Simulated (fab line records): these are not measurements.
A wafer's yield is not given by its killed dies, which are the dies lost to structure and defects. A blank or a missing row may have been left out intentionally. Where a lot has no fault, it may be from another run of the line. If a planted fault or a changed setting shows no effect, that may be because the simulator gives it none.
One fault seen from 3 desks ; flow nandHarc ; each desk has only its own numbers; what lay behind them comes last

TOOL OWNER'S DESK, arfiScanner-02
The tool's own readings at NHARC_P_M0_EXPOSE_06 (exposes mask P M0, target cd 90 nm): means of the sampled wafers that have a number, for each lot that ran on this tool. Any lot whose mean is over 4 standard deviations away from the usual mean is out of limits and marked OUT; that distance is given in the brackets.
Columns: A = exposureDoseMJCm2 at NHARC_P_M0_EXPOSE_06, usual 81.21; B = focusOffsetNm at NHARC_P_M0_EXPOSE_06, usual 0.1 nm
lot;first seen here;A;B
L917;day 5 21:24;81.22;-0.0
L918;day 6 04:01;81.16;-0.3
L922;day 7 07:00;81.27;-0.6
L924;day 7 18:25;81.23;0.1
L925;day 7 19:18;81.26;0.3
L927;day 8 12:08;81.27;0.4
L928;day 9 02:23;39.60 (-99 or more) OUT;-0.3
L933;day 10 00:46;47.80 (-99 or more) OUT;-0.0
This desk finds L928, L933 out of limits, L928 being first, at day 9 02:23 (exposureDoseMJCm2 at NHARC_P_M0_EXPOSE_06). L917, L918, L922, L924, L925, L927: within limits.

AT THE METROLOGY DESK
Means of the sampled wafers that have a number, per lot and without regard to the tool the lot ran on: this is what the gauges read. Any lot whose mean is over 4 standard deviations away from the usual mean is out of limits and marked OUT; that distance is given in the brackets.
Columns: A = cdNm at NHARC_P_M0_CD_MEAS_09, usual 89.6 nm; B = overlayXNm at NHARC_P_M0_OVL_MEAS_10, usual 0.0 nm; C = overlayYNm at NHARC_P_M0_OVL_MEAS_10, usual 0.1 nm
lot;first seen here;A;B;C
L917;day 5 21:32;89.7;-0.5;0.6
L918;day 6 04:09;90.0;-0.8;0.7
L919;day 6 11:19;89.7;0.9;-0.0
L920;day 6 11:41;90.2;-0.7;0.4
L922;day 7 07:08;90.2;0.4;-0.1
L924;day 7 18:33;88.8;-0.4;0.5
L925;day 7 19:26;89.4;1.6;-0.2
L927;day 8 12:16;89.5;-1.1;0.2
L928;day 9 02:31;45.4 (-75) OUT;0.4;0.0
L929;day 9 03:37;89.7;-0.1;-0.7
L933;day 10 00:54;56.1 (-57) OUT;0.5;0.6
L935;day 10 09:45;89.8;-0.3;0.5
L936;day 10 19:52;90.0;0.2;1.0
L938;day 11 10:45;89.9;-1.3;-0.7
This desk finds L928, L933 out of limits, L928 being first, at day 9 02:31 (cdNm at NHARC_P_M0_CD_MEAS_09). L917, L918, L919, L920, L922, L924, L925, L927, L929, L935, L936, L938: within limits.

THE DEFECT DESK
Per lot, the means of the sampled wafers with a number show what the inspections along the route counted. Any lot whose mean is over 4 standard deviations away from the usual mean is out of limits and marked OUT; that distance is given in the brackets.
Columns: A = rawDefectCount at NHARC_P_M0_INSPECT_11, usual 4.3
lot;first seen here;A
L917;day 5 21:40;3.0
L918;day 6 04:17;5.3
L919;day 6 11:26;2.7
L920;day 6 11:49;0.3
L922;day 7 07:16;3.7
L924;day 7 18:40;5.7
L925;day 7 19:34;4.0
L927;day 8 12:23;6.3
L928;day 9 02:38;4.0
L929;day 9 03:45;4.7
L933;day 10 01:01;4.0
L935;day 10 09:52;4.3
L936;day 10 20:00;3.7
L938;day 11 10:52;4.0
This desk found nothing out of limits on any of the 14 lots.

TAKEN TOGETHER
On L928, L933, at day 9 02:23, an alarm was possible from the tool owner's desk.
At day 9 02:31 the metrology desk could have sounded an alarm, on L928, L933.
Nothing the defect desk looked at was out of limits.
The defect desk has L928, L933 on record, within its limits.
All the named lots went through NHARC_P_M0_EXPOSE_06 on arfiScanner-02.

WHAT WAS PUT IN BY THE SIMULATOR
Process parameters drifting: arfiScanner-02 at NHARC_P_M0_EXPOSE_06, beginning at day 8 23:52. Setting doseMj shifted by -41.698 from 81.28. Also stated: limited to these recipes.
Struck lots among those shown: L928, L933.
Fault start to first reading out of limits, in hours, per desk: tool owner, 3; metrology, 3.
